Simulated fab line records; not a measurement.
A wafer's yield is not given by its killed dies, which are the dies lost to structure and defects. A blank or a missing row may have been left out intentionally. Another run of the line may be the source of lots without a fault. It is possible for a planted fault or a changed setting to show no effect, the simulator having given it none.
Matching of chambers + flow nand_harc + NHARC_A_M0_CMP_23 on cmp-03 has 4 sister chambers
The step polishes, t overpolish 20 s, target thk 113.75 nm. 24 wafers are shown with their chamber, then 12 later ones without.

## WAFERS WITH THEIR CHAMBER
| wafer  | chamber | motor_current_A (A) | time_to_endpoint_s (s) | retaining_ring_pressure_frac |
|--------|---------|---------------------|------------------------|------------------------------|
| L075.2 | 3       | 11.2                | 29.5                   | 0.997                        |
| L075.3 | 0       | 11.9                | 27.9                   | 0.995                        |
| L075.4 | 1       | 10.9                | 29.4                   | 1.000                        |
| L076.1 | 3       | 10.6                | 27.0                   | 0.994                        |
| L076.3 | 1       | 10.3                | 29.3                   | 0.997                        |
| L076.6 | 3       | 10.7                | 27.7                   | 1.004                        |
| L078.1 | 1       | 10.6                | 29.6                   | 0.999                        |
| L078.3 | 3       | 11.0                | 26.6                   | 1.004                        |
| L078.5 | 3       | 11.2                | 25.9                   | 0.999                        |
| L079.1 | 0       | 12.3                | 29.1                   | 1.005                        |
| L079.5 | 3       | 10.7                | 29.5                   | 0.998                        |
| L079.6 | 0       | 11.7                | 28.6                   | 1.000                        |
| L084.3 | 0       | 12.3                | 28.6                   | 0.999                        |
| L084.4 | 1       | 10.4                | 29.3                   | 0.996                        |
| L084.6 | 2       | 10.5                | 26.6                   | 0.994                        |
| L080.4 | 0       | 12.8                | 28.1                   | 0.998                        |
| L080.5 | 0       | 12.5                | 31.4                   | 0.994                        |
| L080.6 | 3       | 11.5                | 27.8                   | 0.995                        |
| L083.1 | 2       | 10.3                | 29.5                   | 1.000                        |
| L083.2 | 1       | 10.6                | 30.3                   | 0.997                        |
| L083.6 | 3       | 11.3                | 28.9                   | 0.994                        |
| L086.2 | 2       | 10.3                | 28.2                   | 1.010                        |
| L086.3 | 3       | 11.1                | 24.1                   | 0.996                        |
| L086.5 | 1       | 10.4                | 27.0                   | 0.994                        |

SIGNATURES, as means of the wafers listed above
| reading                      | chamber 0 | chamber 1 | chamber 2 | chamber 3 | scatter within a chamber |
|------------------------------|-----------|-----------|-----------|-----------|--------------------------|
| motor_current_A              | 12.250    | 10.533    | 10.367    | 11.033    | 0.301                    |
| time_to_endpoint_s           | 28.950    | 29.150    | 28.100    | 27.444    | 1.48                     |
| retaining_ring_pressure_frac | 0.99850   | 0.99717   | 1.00133   | 0.99789   | 0.00418                  |
Rule: distance of a wafer from a chamber = root of the sum over the readings of ((wafer's reading minus chamber's mean) / reading's scatter) squared. The wafer belongs to the nearest chamber; if the next one is less than 2 further off, it can't be placed. The scatter: take each reading less its chamber's mean, square it, sum over the shown wafers, divide by the number of wafers less the number of chambers, and take the root.

## WAFERS WITH NO CHAMBER GIVEN
| wafer  | motor_current_A (A) | time_to_endpoint_s (s) | retaining_ring_pressure_frac |
|--------|---------------------|------------------------|------------------------------|
| L089.1 | 10.1                | 31.7                   | 1.001                        |
| L089.3 | 10.8                | 32.5                   | 1.001                        |
| L089.4 | 11.9                | 30.1                   | 1.005                        |
| L091.4 | 12.0                | 32.0                   | 1.000                        |
| L091.5 | 10.7                | 29.8                   | 1.000                        |
| L091.6 | 12.4                | 32.7                   | 0.999                        |
| L094.4 | 10.2                | 33.6                   | 1.001                        |
| L094.5 | 11.8                | 34.3                   | 1.004                        |
| L094.6 | 10.3                | 34.5                   | 1.006                        |
| L095.1 | 13.1                | 29.2                   | 0.990                        |
| L095.5 | 11.8                | 29.5                   | 0.993                        |
| L095.6 | 10.8                | 32.8                   | 1.009                        |

## THE CHAMBER EACH PASSED THROUGH
| wafer  | from the rows above          | in truth |
|--------|------------------------------|----------|
| L089.1 | can't be placed: 1 or 2 or 3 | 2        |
| L089.3 | can't be placed: 1 or 2 or 3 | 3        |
| L089.4 | can't be placed: 0 or 3      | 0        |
| L091.4 | 0                            | 0        |
| L091.5 | can't be placed: 1 or 2 or 3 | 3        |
| L091.6 | 0                            | 0        |
| L094.4 | can't be placed: 1 or 2 or 3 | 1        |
| L094.5 | can't be placed: 0 or 3 or 1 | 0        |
| L094.6 | can't be placed: 1 or 2 or 3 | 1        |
| L095.1 | 0                            | 0        |
| L095.5 | can't be placed: 0 or 3      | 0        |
| L095.6 | can't be placed: 1 or 2 or 3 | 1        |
Correct placement for 3 of the 12. Unplaceable from these rows: 9, with the true chamber sitting among the candidates in 9. 0 placed wrongly.
